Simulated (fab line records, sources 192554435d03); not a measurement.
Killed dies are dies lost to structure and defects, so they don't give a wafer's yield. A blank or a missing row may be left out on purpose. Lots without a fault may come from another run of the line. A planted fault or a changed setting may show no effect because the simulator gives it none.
Problem report in the 8D (eight disciplines) form, filled by code | flow n5_finfet | the parts of the form that need people (team, actions taken, sign-off) are left out

1. THE PROBLEM
trench_depth_nm at N5_BEOL_M8_OCD_MEAS_38 reads a mean of 130.6 nm on 1 wafer of 1 lot; wafers without a fault read 93.5 nm with a standard deviation of 1. That is +37 standard deviations from the usual mean.
First seen on wafer L655.2, day 13 04:29, on ocd-01. The record holds 21 wafers of 7 lots with a number at this step. Rule for "out", or "out of limits": more than 4 standard deviations from the usual mean. The other wafers with a number count as sound.

2. WHAT IT IS AND WHAT IT IS NOT
question                    | is                | is not
which readings at this step | trench_depth_nm   | -
which lots                  | L655              | L649, L651, L652, L662, L664, L665
which wafers of those lots  | L655.2            | L655.1, L655.3
read on which gauges        | ocd-01            | ocd-02
when                        | from day 13 04:29 | up to then (11 sound wafers); but 9 sound wafers of L662, L664, L665 came after

3. SUSPECTS, AND WHAT RULES EACH OUT
Counting: a tool at a process step up to the reading stays a suspect if it ran every lot that is out. Sound lots after the first of them don't rule it out here, since some wafers of a struck lot are sound.
- the gauge at N5_BEOL_M8_OCD_MEAS_38: ruled out. All the wafers that are out were read on ocd-01, but those of them that N5_BEOL_M8_THK_MEAS_53 has rows for are out there too, on other tools.
- rie_diel-04 at N5_BEOL_M8_ETCH_62 (etches SOC in N2/H2, target depth 110 nm, overetch 22 nm, time 165 s): kept. It ran the lot that is out, L655 (day 13 01:04).
- rie_diel-06 at N5_BEOL_M8_ETCH_72 (etches underlayer in N2/H2, target depth 6.5 nm, time 5.2 s): kept. It ran the lot that is out, L655 (day 13 04:05); its last sound lot up to then is L652 (day 12 17:43).
- rie_diel-06 at N5_BEOL_M8_TRENCH_ETCH_37 (etches SiCOH lowk in C4F6/O2, target depth 93.478 nm, time 31.2 s): kept. It ran the lot that is out, L655 (day 13 04:20); its last sound lot up to then is L652 (day 12 17:57).
- Within rie_diel-04 at N5_BEOL_M8_ETCH_62: the wafers that are out ran in chamber 0; their sound lot-mates ran in chambers 1, 2.
- Within rie_diel-06 at N5_BEOL_M8_ETCH_72: the wafers that are out ran in chamber 1; their sound lot-mates ran in chambers 0, 3.
- Within rie_diel-06 at N5_BEOL_M8_TRENCH_ETCH_37: the wafers that are out ran in chamber 1; their sound lot-mates ran in chambers 0, 3.
Left after counting: rie_diel-04 at N5_BEOL_M8_ETCH_62, rie_diel-06 at N5_BEOL_M8_ETCH_72, rie_diel-06 at N5_BEOL_M8_TRENCH_ETCH_37.

4. THE CAUSE (what the simulator had put in)
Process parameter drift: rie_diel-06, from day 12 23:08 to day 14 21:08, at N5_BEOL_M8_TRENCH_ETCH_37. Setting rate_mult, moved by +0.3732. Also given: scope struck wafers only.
Counting left 3 suspects, and this tool is among them.

5. THE CHAIN OF EFFECTS, in route order
Each row: a reading whose mean over the struck wafers that have a number lies more than 3 standard deviations from the usual. Only readings for which the record gives a usual standard deviation are gone through. hours: the time from each lot's start at the first step in this table that gives one to its start at this step, as a median over the lots. sigmas: the change in usual standard deviations.
hours | step                    | reading          | usual        | on struck wafers | change | sigmas
0     | N5_BEOL_M8_OCD_MEAS_38  | trench_depth_nm  | 93.5 nm      | 130.6            | +37.1  | +37
3     | N5_BEOL_M8_THK_MEAS_53  | M8_THK           | 80.3 nm      | 115.7            | +35.4  | +25
4     | N5_BEOL_M8_RS_MEAS_57   | M8_RS            | 0.288 ohm/sq | 0.186            | -0.102 | -18
54    | N5_BEOL_M15_RC_MEAS_101 | SERP_M8          | 14.0 ohm/um  | 9.1              | -4.9   | -12
54    | N5_BEOL_M15_RC_MEAS_101 | SERP_M8_max_site | 14.6 ohm/um  | 9.7              | -4.9   | -10

6. WHAT WOULD HAVE CAUGHT IT SOONER
In this record the first reading out of limits at a measuring or inspecting step was taken at day 13 04:29, 5 hours after the fault began at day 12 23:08.
Of the tool readings at N5_BEOL_M8_TRENCH_ETCH_37 for which the record gives a usual standard deviation, none was out on any struck wafer, so an alarm limit of 4 standard deviations on them would not have fired.
All the lots that are out (1) had begun N5_BEOL_M8_TRENCH_ETCH_37 on rie_diel-06 by day 13 04:29. A hold on the tool at that time would have spared none of them.
